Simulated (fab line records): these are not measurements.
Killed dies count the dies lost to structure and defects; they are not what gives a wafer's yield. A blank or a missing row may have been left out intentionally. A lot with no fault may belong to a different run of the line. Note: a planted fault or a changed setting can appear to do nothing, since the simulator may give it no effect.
Chamber matching -- flow nand_harc -- rie_diel-06 running NHARC_A_STAIRCASE_DESCUM_186: 4 sister chambers
The step chemistry O2, time 3 s. 4 wafers are shown with their chamber, then 7 later ones without.

WAFERS, EACH WITH ITS CHAMBER
wafer,chamber,drypump_motor_current_A (A)
L444.2,1,5.5
L444.5,0,5.6
L446.3,2,5.0
L446.4,3,6.5

WAFERS WITHOUT THEIR CHAMBER
wafer,drypump_motor_current_A (A)
L446.5,6.5
L453.2,5.6
L453.4,5.0
L453.5,5.0
L454.2,5.7
L454.5,6.5
L454.6,5.0

EACH ONE'S CHAMBER
wafer,from the rows above,in truth
L446.5,3,3
L453.2,0,0
L453.4,2,2
L453.5,2,2
L454.2,0,0
L454.5,3,3
L454.6,2,2
Placed correctly: 7 of 7. Left unplaced by these rows: 0. Number placed wrongly: 0.
How it was worked out, from the rows above alone: a wafer's distance from a chamber is the root of the sum, over the readings, of the square of ((its reading less the chamber's mean) divided by the reading's scatter). The wafer belongs to the nearest chamber; if the next one is less than 2 further off, it can't be placed. A chamber's mean is the mean of its shown wafers. The scatter: root of mean squared gap, hidden wafer to nearest shown wafer, with one shown wafer a chamber.
